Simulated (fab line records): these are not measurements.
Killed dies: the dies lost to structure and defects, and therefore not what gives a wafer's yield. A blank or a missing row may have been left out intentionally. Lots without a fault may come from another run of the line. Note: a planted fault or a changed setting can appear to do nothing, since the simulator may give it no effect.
A struck lot beside a sound one :: flow n5-finfet :: 15 out of 1938 route steps
Sound: wafers L591.3, L591.4, L591.6. Struck: wafers L597.2, L597.3, L597.4. The cause is given at the end.
For every step that has rows: the tool of each side, followed by ch and its chambers, followed by its first start. Under that, the readings that differ: sound wafers :: struck wafers :: difference of the means :: sigmas: that difference in standard deviations of wafers without a fault.
alike: readings with means less than 2 such deviations apart, plus words and numbers identical on both sides. not compared: withheld readings, readings lacking a value on some wafer, bounds such as >300 that could conceal the same value, and numbers that have no deviation in the record and whose values overlap.
A row with sigmas, a row that says differs or no value, or rows on one side alone: a step with any of these is where the two part. When numbers do not overlap yet have no deviation, they are printed without sigmas and do not part them. Lack of a reading on every wafer of one side parts them only where that side has two or more wafers.

N5_DUMMY_GATE_ETCH_42: etches SiO2 in CHF3/O2, target depth 3.5 nm, time 31 s.
  sound on rie-diel-03 ch 1,3, day 3 11:03; struck on rie-diel-04 ch 1,2,3, day 4 23:14
  alike: CHF3_flow_sccm, O2_flow_sccm, drypump-motor-current-A, oes-product-au, rf-vpp-V, showerhead-plenum-p-Torr, throttle-valve-pct
  not compared: rf-hours-counter-h
N5_DUMMY_GATE_STRIP_48: strips in N2/H2, time 20 s.
  sound on rie-diel-03 ch 1,3, day 3 11:06; struck on rie-diel-04 ch 1,2,3, day 4 23:17
  alike: drypump-motor-current-A, oes-product-au, rf-vpp-V, showerhead-plenum-p-Torr, throttle-valve-pct
  not compared: rf-hours-counter-h
then, 5 steps without rows for these wafers: N5_DUMMY_GATE_PRECLEAN_33 (cleans in dHF, time 10 s); N5_DUMMY_GATE_PRECLEAN_25 (cleans in O3/DIW, time 45 s); N5_DUMMY_GATE_PRECLEAN_51 (cleans in SC2, time 45 s); N5_DUMMY_GATE_SRD_26 (time 30 s); N5_DUMMY_GATE_UV_OZONE_45 (time 120 s).
N5_DUMMY_GATE_INSPECT_27: inspects for defects (brightfield).
  sound on defect-inspect-01, day 3 11:17; struck on defect-inspect-02, day 4 23:28
  alike: raw-defect-count
N5_SPACER0_ALD_07: deposits SiNx, target thk 2 nm.
  sound on ald-sin-01 ch 1,2,3, day 3 11:19; struck on ald-sin-04 ch 0,1,3, day 4 23:31
  alike: heater-power-outer-w, heater-power-w
N5_SPACER0_ALD_00: deposits SiOCN, target thk 3.5 nm, pulse time 3 s, purge time 2 s.
  sound on ald-sin-01 ch 1,2,3, day 3 11:29; struck on ald-sin-04 ch 0,1,3, day 4 23:40
  alike: heater-power-outer-w, heater-power-w, precursor-pulse-height-rel
N5_SPACER0_ALD_08: deposits SiNx, target thk 2 nm.
  sound on ald-sin-01 ch 1,2,3, day 3 11:44; struck on ald-sin-04 ch 0,1,3, day 4 23:55
  alike: heater-power-outer-w, heater-power-w
N5_SPACER0_INSPECT_04: inspects for defects (darkfield).
  sound on defect-inspect-02, day 3 11:53; struck on defect-inspect-01, day 5 00:04
  alike: raw-defect-count
N5_SD_EPI_N_COAT_32: time 60 s, resist thk 350 nm.
  sound on litho-track-03 ch 0, day 3 11:55; struck on litho-track-02 ch 0, day 5 00:07
reading: spin-speed-rpm (rpm)
sound: 1500.6 1499.2 1501.2
struck: 1661.0 1661.5 1661.3
difference: +160.9
sigmas: +99 or more

reading: model.SOC_of_SD_EPI_N_COAT_32.thk-nm (nm)
sound: 348.8 349.4 348.8
struck: 333 333.2 333.4
difference: -16
sigmas: 
then, 1 step without rows for these wafers: N5_SD_EPI_N_COAT_33 (time 60 s, resist thk 35 nm).
-- record jumps: 5 days separate the struck wafers' starts on either side; left off in module SD_EPI_N, taken up again in module BEOL_M4, whose first shown step is the route's number 1111 --
N5_BEOL_M4_RC_MEAS_101:
  sound on prober-02 ch 0, day 9 08:33; struck on prober-02 ch 0, day 10 10:16
  alike: DIBL_N, DIBL_P, IOFF_N, IOFF_P, ION_N, ION_P, SS_N, SS_P, VT_N, VT_P

## WHERE THEY PART
N5_SD_EPI_N_COAT_32 only, going by this record. Later steps at which nothing parts them and some readings are alike: N5_BEOL_M4_RC_MEAS_101.

WHY: whatever the simulator had introduced
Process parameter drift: litho-track-02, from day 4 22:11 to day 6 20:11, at N5_SD_EPI_N_COAT_32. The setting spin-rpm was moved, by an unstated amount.
